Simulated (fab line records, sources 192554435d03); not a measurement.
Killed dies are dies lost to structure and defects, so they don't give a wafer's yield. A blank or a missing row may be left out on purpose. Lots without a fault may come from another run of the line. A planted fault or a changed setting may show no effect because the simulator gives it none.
Chamber matching | flow n5_finfet | N5_MIM_TOP_ETCH_STRIP_01 on rie_diel-04: 4 sister chambers
The step strips in O2. 8 wafers are shown with their chamber, then 9 later ones without.

WAFERS WITH THEIR CHAMBER
wafer  | chamber | showerhead_plenum_p_Torr (Torr) | drypump_motor_current_A (A)
L081.5 | 3       | 2.03                            | 5.6
L082.4 | 2       | 2.23                            | 5.9
L082.5 | 2       | 2.23                            | 5.8
L089.5 | 0       | 2.04                            | 5.2
L089.6 | 3       | 2.03                            | 5.6
L093.1 | 1       | 2.09                            | 5.2
L093.3 | 0       | 2.03                            | 5.1
L093.6 | 1       | 2.09                            | 5.1

WAFERS WITHOUT THEIR CHAMBER
wafer  | showerhead_plenum_p_Torr (Torr) | drypump_motor_current_A (A)
L090.1 | 2.09                            | 5.2
L090.4 | 2.03                            | 5.0
L090.6 | 2.09                            | 5.2
L091.2 | 2.08                            | 5.2
L091.3 | 2.03                            | 5.1
L091.6 | 2.09                            | 5.2
L097.1 | 2.03                            | 5.1
L097.3 | 2.22                            | 5.8
L097.4 | 2.02                            | 5.7

WHICH CHAMBER EACH WENT THROUGH
wafer  | from the rows above | in truth
L090.1 | 1                   | 1
L090.4 | 0                   | 0
L090.6 | 1                   | 1
L091.2 | 1                   | 1
L091.3 | 0                   | 0
L091.6 | 1                   | 1
L097.1 | 0                   | 0
L097.3 | 2                   | 2
L097.4 | 3                   | 3
Placed correctly: 9 of 9. Can't be placed from these rows: 0. Placed wrongly: 0.
How it was worked out, from the rows above alone: a wafer's distance from a chamber is the root of the sum, over the readings, of the square of ((its reading less the chamber's mean) divided by the reading's scatter). The wafer belongs to the nearest chamber; if the next one is less than 2 further off, it can't be placed. A chamber's mean is the mean of its shown wafers. The scatter: the root of (the sum of the squares of (reading less its chamber's mean) over the shown wafers, divided by (wafers less chambers)).
